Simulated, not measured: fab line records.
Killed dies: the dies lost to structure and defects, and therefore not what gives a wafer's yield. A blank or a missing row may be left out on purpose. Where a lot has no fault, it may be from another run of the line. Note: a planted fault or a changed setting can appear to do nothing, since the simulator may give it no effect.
The tool behind it: which one?	flow n5_finfet	route of 1938 steps, sampled at 1 step: 14 lots, 42 wafers

## WHAT EACH GAUGE READ, for each wafer
N5_BEOL_M15_OVL_MEAS_11.
lot	measured	on	V14_OVL (nm)
L490	day 11 09:59	overlay-02	5 -4 10
L492	day 11 19:51	overlay-01	-7 -4 -5
L494	day 12 05:36	overlay-01	3 -6 0
L495	day 12 12:01	overlay-02	-5 -7 -4
L496	day 13 01:04	overlay-01	-5 1 6
L497	day 13 01:55	overlay-02	0 5 2
L498	day 13 05:13	overlay-01	-12 -3 -10
L499	day 13 17:57	overlay-01	-6 -7 -5
L500	day 13 21:26	overlay-01	-2 -2 4
L502	day 14 04:01	overlay-01	4 -3 6
L501	day 14 06:35	overlay-02	-11 -5 -8
L512	day 16 19:28	overlay-02	-4 -11 -8
L511	day 17 08:07	overlay-01	-5 -5 -6
L513	day 17 08:50	overlay-01	-3 -8 -3

## WHICH TOOL RAN EACH LOT (tool, then ch and the chambers of the sampled wafers, then the start)
There is no process step in the record ahead of these readings.

## WHAT THE TOOLS THEMSELVES READ (means of the sampled wafers that have a number; where no wafer has one, the mark that the record gives instead)
The record holds no such reading with a usual standard deviation.

## THE ANSWER, worked out from the rows above alone
Rule: what is usual is taken from the lots themselves. Put in order of their means at a reading, lots are off if they are a third of the lots or fewer, leave a main group of 4 or more, and stand apart from it by a gap of 3 or more times the standard deviation of the main group's means; of several such gaps the widest counts. The tables above print the reading to a certain number of digits; a main group whose means all agree to those digits is not used. A lot without any number at a reading at which 4 lots or more have one is off too. All remaining lots with rows at the step are treated as sound. After the gauges, taken in route order, come the tools' own readings; for these a lot's mean is taken, as printed above. At the first step where some lot is off, the reading lying furthest off is the one used; lots without a number count as furthest.
Across all readings shown, no lot is off: no conclusion can be drawn from this.

## WHAT HAD BEEN PUT IN BY THE SIMULATOR
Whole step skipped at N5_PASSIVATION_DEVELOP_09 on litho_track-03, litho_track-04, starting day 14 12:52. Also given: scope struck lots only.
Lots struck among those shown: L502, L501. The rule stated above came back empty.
